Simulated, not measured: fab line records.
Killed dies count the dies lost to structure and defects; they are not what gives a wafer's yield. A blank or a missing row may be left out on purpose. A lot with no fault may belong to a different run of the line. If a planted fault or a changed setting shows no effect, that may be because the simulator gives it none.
Matching of chambers + flow nandHarc + NHARC_A_CHANNEL_FILL_D2_STRIP_28 on rieDiel-08 has 4 sister chambers
The step strips in O2, time 20 s. 16 wafers are shown with their chamber, then 8 later ones without.

## WAFERS, EACH WITH ITS CHAMBER
| wafer  | chamber | drypumpMotorCurrentA (A) | rfVppV (V) | oesProductAu (a.u.) |
|--------|---------|--------------------------|------------|---------------------|
| L165.1 | 0       | 5.9                      | 57.8       | 0.993               |
| L165.4 | 2       | 5.3                      | 57.5       | 1.009               |
| L165.5 | 3       | 5.6                      | 57.0       | 0.988               |
| L167.1 | 0       | 5.9                      | 56.7       | 0.998               |
| L167.3 | 1       | 5.8                      | 56.3       | 1.008               |
| L167.5 | 1       | 5.8                      | 57.0       | 1.014               |
| L168.1 | 3       | 5.6                      | 56.5       | 0.993               |
| L168.3 | 0       | 5.9                      | 57.3       | 1.004               |
| L168.4 | 2       | 5.3                      | 58.3       | 1.012               |
| L171.2 | 1       | 5.8                      | 57.2       | 0.979               |
| L171.4 | 3       | 5.6                      | 56.9       | 0.982               |
| L171.6 | 0       | 5.9                      | 56.9       | 0.991               |
| L175.1 | 1       | 5.9                      | 56.6       | 0.973               |
| L175.2 | 2       | 5.4                      | 59.1       | 1.005               |
| L175.6 | 2       | 5.4                      | 57.8       | 1.005               |
| L177.2 | 3       | 5.7                      | 56.5       | 0.987               |

SIGNATURES (averages over the wafers above)
| reading              | chamber 0 | chamber 1 | chamber 2 | chamber 3 | scatter within a chamber |
|----------------------|-----------|-----------|-----------|-----------|--------------------------|
| drypumpMotorCurrentA | 5.900     | 5.825     | 5.350     | 5.625     | 0.0456                   |
| rfVppV               | 57.175    | 56.775    | 58.175    | 56.725    | 0.489                    |
| oesProductAu         | 0.99650   | 0.99350   | 1.00775   | 0.98750   | 0.011                    |
Rule: a wafer lies at a distance from a chamber equal to the root of the sum of squares, over the readings, of (its reading less the chamber's mean, divided by the reading's scatter). The wafer belongs to the nearest chamber; if the next one is less than 2 further off, it can't be placed. The scatter: take each reading less its chamber's mean, square it, sum over the shown wafers, divide by the number of wafers less the number of chambers, and take the root.

## WAFERS WITHOUT THEIR CHAMBER
| wafer  | drypumpMotorCurrentA (A) | rfVppV (V) | oesProductAu (a.u.) |
|--------|--------------------------|------------|---------------------|
| L177.4 | 5.4                      | 59.2       | 0.992               |
| L177.6 | 5.3                      | 57.2       | 1.005               |
| L180.2 | 5.8                      | 57.4       | 0.985               |
| L180.3 | 5.3                      | 58.0       | 1.007               |
| L180.4 | 5.7                      | 57.4       | 1.007               |
| L186.1 | 5.8                      | 58.2       | 0.987               |
| L186.2 | 5.9                      | 58.3       | 0.993               |
| L186.3 | 5.3                      | 59.3       | 1.011               |

## CHAMBER TAKEN BY EACH
| wafer  | from the rows above          | in truth |
|--------|------------------------------|----------|
| L177.4 | 2                            | 2        |
| L177.6 | 2                            | 2        |
| L180.2 | can't be placed: 1 or 0      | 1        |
| L180.3 | 2                            | 2        |
| L180.4 | can't be placed: 3 or 1 or 0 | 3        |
| L186.1 | can't be placed: 1 or 0 or 3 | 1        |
| L186.2 | can't be placed: 0 or 1      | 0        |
| L186.3 | 2                            | 2        |
Placed correctly: 4 of 8. Not placeable from these rows: 4 (in 4, the candidates include the true chamber). 0 placed wrongly.
